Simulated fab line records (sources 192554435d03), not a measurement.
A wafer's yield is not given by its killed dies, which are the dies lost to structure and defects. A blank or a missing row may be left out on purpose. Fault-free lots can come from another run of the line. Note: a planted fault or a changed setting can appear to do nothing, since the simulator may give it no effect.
Comparing a struck lot with a sound one ; flow n5_finfet ; 37 steps out of a route of 1938
Sound: these wafers, L796.4, L796.5, L796.6. Struck: wafer L802.4; the same lot's L802.1 was not struck, so it is left out; see the end for the cause.
Each step with rows lists, per side, the tool, then ch with its chambers, then its first start. Under that, the readings that differ: sound wafers ; struck wafers ; difference of the means ; sigmas: that difference in standard deviations of wafers without a fault.
alike: a reading whose means differ by less than 2 such deviations, as well as words and numbers matching on both sides. not compared: withheld readings; readings where some wafer has no value; bounds like >300 that might hide an equal value; numbers whose values overlap and for which the record gives no deviation.
A row with sigmas, a row that says differs or no value, or rows on one side alone: a step with any of these is where the two part. Numbers that don't overlap but have no deviation are shown without sigmas and don't part them. A reading missing from all wafers of one side parts the sides only when that side holds two or more wafers.

first, 9 steps without rows for these wafers: N5_MOL_CONTACT_COAG_COAT_34 (resist thk 40 nm); N5_MOL_CONTACT_COAG_EBR_36; N5_MOL_CONTACT_COAG_SOFTBAKE_35 (time 60 s); N5_MOL_CONTACT_COAG_EXPOSE_37 (exposes mask VD, defocus 0 nm); N5_MOL_CONTACT_COAG_PEB_38 (peb time 60 s); N5_MOL_CONTACT_COAG_DEVELOP_39 (develop time 30 s); N5_MOL_CONTACT_COAG_DESCUM_45 (chemistry O2, time 7 s); N5_MOL_CONTACT_COAG_ETCH_65 (etches underlayer in N2/H2, target depth 13 nm, time 10.4 s); N5_MOL_CONTACT_COAG_ETCH_66 (etches SiARC in CF4, target depth 13 nm, time 21.7 s).
N5_MOL_CONTACT_COAG_ALD_133: deposits SiO2, target thk 5 nm, pulse time 1 s, co reactant pulse time 1 s.
  sound on ald_sin-04 ch 0,1, day 5 22:42; struck on ald_sin-04 ch 0, day 7 07:39
reading;sound;struck;difference;sigmas
ald_cycles;35 35 35;24;-11;
model.SiO2_of_MOL_CONTACT_COAG_ALD_133.thk_nm (nm);5 5 5;3.4;-1.6;
  alike: chamber_pressure_Torr, heater_power_w, precursor_pulse_height_rel
then, 25 steps without rows for these wafers: N5_MOL_CONTACT_COAG_ETCHBACK_134 (etches SiO2 in CHF3, target depth 10 nm, time 6.7 s); N5_MOL_CONTACT_COAG_ETCH_67 (etches SOC in N2/H2, target depth 60 nm, overetch 21 nm, time 101.2 s); N5_MOL_CONTACT_COAG_STRIP_68 (strips in N2/H2); N5_MOL_CONTACT_COAG_STRIP_69 (strips in N2/H2); N5_MOL_CONTACT_COAG_ETCHBACK_136 (etches SiO2 in CHF3, target depth 25 nm, time 16.7 s); N5_MOL_CONTACT_COAG_STRIP_120 (strips in CHF3); N5_MOL_CONTACT_COAG_VIA_ETCH_117 (etches SiO2 in C4F6/O2, target depth 40 nm, overetch 8 nm, time 26 s); N5_MOL_CONTACT_COAG_ETCH_124 (etches SiNx in CH3F/O2, stops on SiOC, target depth 6.5 nm); N5_MOL_CONTACT_COAG_ETCH_48 (etches SiOC in C4F6/O2, target depth 15 nm, overetch 4.5 nm, time 17 s); N5_MOL_CONTACT_COAG_STRIP_72 (strips in N2/H2); N5_MOL_CONTACT_COAG_STRIP_49 (strips in N2/H2, time 30 s); N5_MOL_CONTACT_COAG_PRECLEAN_138 (cleans in alkaline clean, time 60 s); N5_MOL_CONTACT_COAG_SRD_139 (time 30 s); N5_MOL_CONTACT_COAG_PRE_CLEAN_121; N5_MOL_CONTACT_COAG_CVD_140 (deposits W, target thk 66.5 nm, time 215 s); N5_MOL_CONTACT_COAG_PRECLEAN_127 (cleans in DIW, time 57.5 s); N5_MOL_CONTACT_COAG_SRD_128 (dry time 32 s); N5_MOL_CONTACT_COAG_CMP_52 (polishes, stops on SiO2, t overpolish 1.5 s, target thk 66.5 nm); N5_MOL_CONTACT_COAG_ANNEAL_112 (time 1800 s); N5_BEOL_M0_SAQP_PECVD_00 (deposits SiCN from 3MS/NH3, target thk 8 nm, time 14 s); N5_BEOL_M0_SAQP_ILD_DEP_01 (deposits SiOC from DEMS/O2, target thk 45.419 nm, time 8.7 s); N5_BEOL_M0_SAQP_HM_DEP_02 (deposits TiN, target thk 12 nm); N5_BEOL_M0_SAQP_PECVD_03 (deposits SiCN from 3MS/NH3, target thk 12 nm, time 21.1 s); N5_BEOL_M0_SAQP_PECVD_96 (deposits a-Si from SiH4/He, target thk 45 nm, time 45.2 s); N5_BEOL_M0_SAQP_PECVD_97 (deposits SiNx from SiH4/NH3/N2, target thk 23 nm, time 19.9 s).
N5_BEOL_M4_RC_MEAS_101:
  the record has rows for the sound wafers here (prober-02 ch 0, day 8 13:43) and none for the struck ones
-- a jump in the record: the struck wafers' starts before and after are 7 days apart (it breaks off in module BEOL_M4 and resumes in module PASSIVATION, where the first step shown is number 1936 of the route) --
N5_PASSIVATION_PROBE_49:
  rows exist in the record for the struck wafers here (prober-02, day 14 01:38), but not for the sound ones

== WHERE THEY PART ==
Last at N5_PASSIVATION_PROBE_49 as far as this record goes, first at N5_BEOL_M4_RC_MEAS_101.

WHY: whatever the simulator had introduced
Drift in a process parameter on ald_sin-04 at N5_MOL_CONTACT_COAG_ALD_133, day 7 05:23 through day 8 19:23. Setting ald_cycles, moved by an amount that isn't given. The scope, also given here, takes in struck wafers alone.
